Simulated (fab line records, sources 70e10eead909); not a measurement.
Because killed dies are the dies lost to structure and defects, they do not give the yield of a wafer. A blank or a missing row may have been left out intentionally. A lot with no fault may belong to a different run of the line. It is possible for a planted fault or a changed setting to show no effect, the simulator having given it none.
The tool behind it: which one? -- flow nand_harc -- Sampling: 12 lots, 36 wafers, 5 of 1302 route steps

WHAT THE GAUGES READ, wafer by wafer
NHARC_P_START_INSPECT_01. Usual: raw_defect_count reads 3.8 (standard deviation 2.2).
lot,measured,on,raw_defect_count,flag
L102,day 2 06:02,defect_inspect-01,2 3 4,
L107,day 4 08:02,defect_inspect-02,5 3 4,
L108,day 4 18:02,defect_inspect-01,6 5 6,
L109,day 5 04:02,defect_inspect-02,8 6 9,
L110,day 5 14:02,defect_inspect-01,4 2 5,
L111,day 6 00:02,defect_inspect-02,4 2 3,
L112,day 6 10:02,defect_inspect-02,2 2 2,
L120,day 9 18:02,defect_inspect-02,2 2 3,
L121,day 10 04:02,defect_inspect-02,2 8 3,
L122,day 10 14:02,defect_inspect-01,5 3 5,
L123,day 11 00:02,defect_inspect-02,2 3 4,
L124,day 11 10:02,defect_inspect-02,3 2 2,

NHARC_P_ZERO_WELL_CD_MEAS_11: the cd target is 500 nm. Usual: cd_nm reads 499.8 nm (standard deviation 1.4).
lot,measured,on,cd_nm (nm),flag
L102,day 2 07:21,cd_sem-02,497.2 501.0 500.2,
L107,day 4 09:14,cd_sem-01,500.6 501.7 499.0,
L108,day 4 19:14,cd_sem-01,499.5 498.0 500.6,
L109,day 5 05:19,cd_sem-03,501.2 500.5 499.8,
L110,day 5 15:14,cd_sem-01,500.9 498.6 499.0,
L111,day 6 01:07,cd_sem-03,498.8 506.4 498.0,
L112,day 6 11:07,cd_sem-01,498.6 508.8 500.3,
L120,day 9 19:16,cd_sem-02,500.4 503.1 499.7,
L121,day 10 05:14,cd_sem-03,498.4 497.9 500.6,
L122,day 10 15:07,cd_sem-03,500.4 500.8 500.2,
L123,day 11 01:07,cd_sem-02,498.1 499.9 499.9,
L124,day 11 11:14,cd_sem-01,499.8 497.6 497.7,

NHARC_P_GATE_CD_MEAS_46: the cd target is 720 nm. Usual: cd_nm reads 720.3 nm (standard deviation 1.2).
lot,measured,on,cd_nm (nm),flag
L102,day 6 04:32,cd_sem-02,721.8 722.7 722.5,
L107,day 8 01:11,cd_sem-01,720.8 722.0 721.9,
L108,day 8 09:51,cd_sem-01,720.2 720.2 719.5,
L109,day 9 02:05,cd_sem-02,720.8 720.9 720.1,
L110,day 9 16:56,cd_sem-03,721.0 719.3 720.2,
L111,day 9 17:50,cd_sem-01,721.3 722.7 721.3,
L112,day 10 03:05,cd_sem-02,721.0 718.9 719.3,
L120,day 13 10:31,cd_sem-02,719.3 717.5 719.0,
L121,day 14 00:20,cd_sem-01,719.6 719.4 720.5,
L122,day 14 04:27,cd_sem-03,719.5 719.6 720.3,
L123,day 14 20:33,cd_sem-01,720.5 722.6 719.4,
L124,day 14 21:23,cd_sem-02,721.2 721.6 722.0,

EACH LOT AND THE TOOL THAT RAN IT (in order: tool; ch and the chambers of the sampled wafers; start)
lot,NHARC_P_ZERO_WELL_EXPOSE_08,NHARC_P_GATE_ETCH_32
L102,"krf_scanner-04 ch 0, day 2 07:12","rie_si-03 ch 1,2,3, day 5 17:26"
L107,"krf_scanner-01 ch 0, day 4 09:05","rie_si-03 ch 0,2,3, day 7 13:55"
L108,"krf_scanner-03 ch 0, day 4 19:05","rie_si-06 ch 1,2, day 7 22:27"
L109,"krf_scanner-01 ch 0, day 5 05:10","rie_si-03 ch 0,1,2, day 8 14:44"
L110,"krf_scanner-03 ch 0, day 5 15:05","rie_si-03 ch 1,2,3, day 9 05:34"
L111,"krf_scanner-03 ch 0, day 6 00:58","rie_si-04 ch 2,3, day 9 06:22"
L112,"krf_scanner-03 ch 0, day 6 10:59","rie_si-04 ch 0,2, day 9 15:40"
L120,"krf_scanner-01 ch 0, day 9 19:07","rie_si-04 ch 0,1,2, day 12 21:00"
L121,"krf_scanner-03 ch 0, day 10 05:05","rie_si-06 ch 1,2, day 13 12:55"
L122,"krf_scanner-03 ch 0, day 10 14:58","rie_si-03 ch 0,2,3, day 13 17:04"
L123,"krf_scanner-03 ch 0, day 11 00:58","rie_si-04 ch 0,3, day 14 09:14"
L124,"krf_scanner-04 ch 0, day 11 11:05","rie_si-06 ch 0,2, day 14 10:01"
- NHARC_P_ZERO_WELL_EXPOSE_08: exposes mask P ZERO, target cd 500 nm.
- NHARC_P_GATE_ETCH_32: etches the open film in HBr/Cl2, target depth 150 nm, time 100.1 s.

WHAT THE TOOLS THEMSELVES READ (means of the sampled wafers that have a number; where no wafer has one, the mark that the record gives instead)
NHARC_P_ZERO_WELL_EXPOSE_08. Usual: exposure_dose_mJ_cm2 reads 33.90 (standard deviation 0.15).
lot,tool,exposure_dose_mJ_cm2,flag
L102,krf_scanner-04,34.19,
L107,krf_scanner-01,34.01,
L108,krf_scanner-03,33.80,
L109,krf_scanner-01,34.03,
L110,krf_scanner-03,33.77,
L111,krf_scanner-03,33.74,
L112,krf_scanner-03,33.81,
L120,krf_scanner-01,34.03,
L121,krf_scanner-03,33.75,
L122,krf_scanner-03,33.79,
L123,krf_scanner-03,33.79,
L124,krf_scanner-04,34.16,

NHARC_P_GATE_ETCH_32. Usual: drypump_motor_current_A 5.7 A, standard deviation 0.36; oes_product_au 0.999 a.u., standard deviation 0.0065; throttle_valve_pct 26.406 %, standard deviation 0.0095.
lot,tool,drypump_motor_current_A (A),oes_product_au (a.u.),throttle_valve_pct (%),flag
L102,rie_si-03,5.5,0.999,26.402,
L107,rie_si-03,5.4,1.004,26.407,
L108,rie_si-06,5.8,1.006,26.397,
L109,rie_si-03,5.4,0.994,26.407,
L110,rie_si-03,5.6,0.987,26.404,
L111,rie_si-04,6.2,1.001,26.407,
L112,rie_si-04,5.9,0.999,26.398,
L120,rie_si-04,6.0,0.994,26.410,
L121,rie_si-06,5.8,0.999,26.408,
L122,rie_si-03,5.4,1.002,26.414,
L123,rie_si-04,5.8,0.997,26.408,
L124,rie_si-06,5.6,1.001,26.397,

THE ANSWER, worked out from the rows above alone
Rule: a lot counts as off when the mean over its wafers that have a number is more than 3 standard deviations away from the usual mean. Also off: a lot with no number at a reading for which 4 or more lots have one. Any other lot the step has rows for is counted as sound. Order of review: gauges by route order, followed by the tools' own readings, for which a lot's mean as printed above is used. At the first step where some lot is off, the reading lying furthest off is the one used; lots without a number count as furthest.
Nothing can be told from this: no lot is off at any reading shown.

WHAT THE SIMULATOR HAD PUT IN
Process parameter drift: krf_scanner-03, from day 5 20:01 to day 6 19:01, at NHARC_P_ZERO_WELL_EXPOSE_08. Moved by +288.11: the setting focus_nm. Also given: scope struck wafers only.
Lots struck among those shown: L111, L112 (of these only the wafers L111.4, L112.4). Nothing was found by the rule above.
